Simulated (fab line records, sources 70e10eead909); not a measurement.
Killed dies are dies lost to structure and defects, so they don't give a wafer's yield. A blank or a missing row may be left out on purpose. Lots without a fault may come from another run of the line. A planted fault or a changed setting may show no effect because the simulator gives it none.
Chamber matching | flow nand_harc | NHARC_A_ZERO_WELL_DESCUM_12 on rie_diel-12: 4 sister chambers
The step chemistry O2, time 3 s. 7 wafers are shown with their chamber, then 10 later ones without.

WAFERS WITH THEIR CHAMBER
wafer  | chamber | drypump_motor_current_A (A) | oes_product_au (a.u.)
L844.3 | 1       | 5.7                         | 0.997
L847.5 | 3       | 5.8                         | 0.990
L848.1 | 2       | 5.6                         | 1.006
L848.4 | 3       | 5.8                         | 0.999
L848.6 | 0       | 5.7                         | 1.003
L849.1 | 0       | 5.8                         | 0.988
L849.2 | 2       | 5.6                         | 1.003

WAFERS WITHOUT THEIR CHAMBER
wafer  | drypump_motor_current_A (A) | oes_product_au (a.u.)
L849.5 | 5.5                         | 1.012
L854.3 | 5.8                         | 0.991
L854.5 | 5.6                         | 1.026
L854.6 | 5.8                         | 0.993
L855.1 | 5.8                         | 0.989
L855.3 | 5.8                         | 0.987
L855.6 | 5.8                         | 0.984
L856.4 | 5.8                         | 0.989
L856.5 | 5.7                         | 1.024
L856.6 | 5.6                         | 1.000

WHICH CHAMBER EACH WENT THROUGH
wafer  | from the rows above               | in truth
L849.5 | 2                                 | 2
L854.3 | can't be placed: 3 or 0           | 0
L854.5 | can't be placed: 2 or 1           | 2
L854.6 | can't be placed: 3 or 0           | 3
L855.1 | can't be placed: 3 or 0 or 1      | 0
L855.3 | can't be placed: 3 or 0 or 1      | 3
L855.6 | can't be placed: 3 or 0 or 1      | 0
L856.4 | can't be placed: 3 or 0 or 1      | 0
L856.5 | can't be placed: 2 or 1 or 0 or 3 | 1
L856.6 | can't be placed: 2 or 1           | 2
Placed correctly: 1 of 10. Can't be placed from these rows: 9 (the true chamber is among the candidates in 9). Placed wrongly: 0.
How it was worked out, from the rows above alone: a wafer's distance from a chamber is the root of the sum, over the readings, of the square of ((its reading less the chamber's mean) divided by the reading's scatter). The wafer belongs to the nearest chamber; if the next one is less than 2 further off, it can't be placed. A chamber's mean is the mean of its shown wafers. The scatter: the root of (the sum of the squares of (reading less its chamber's mean) over the shown wafers, divided by (wafers less chambers)).
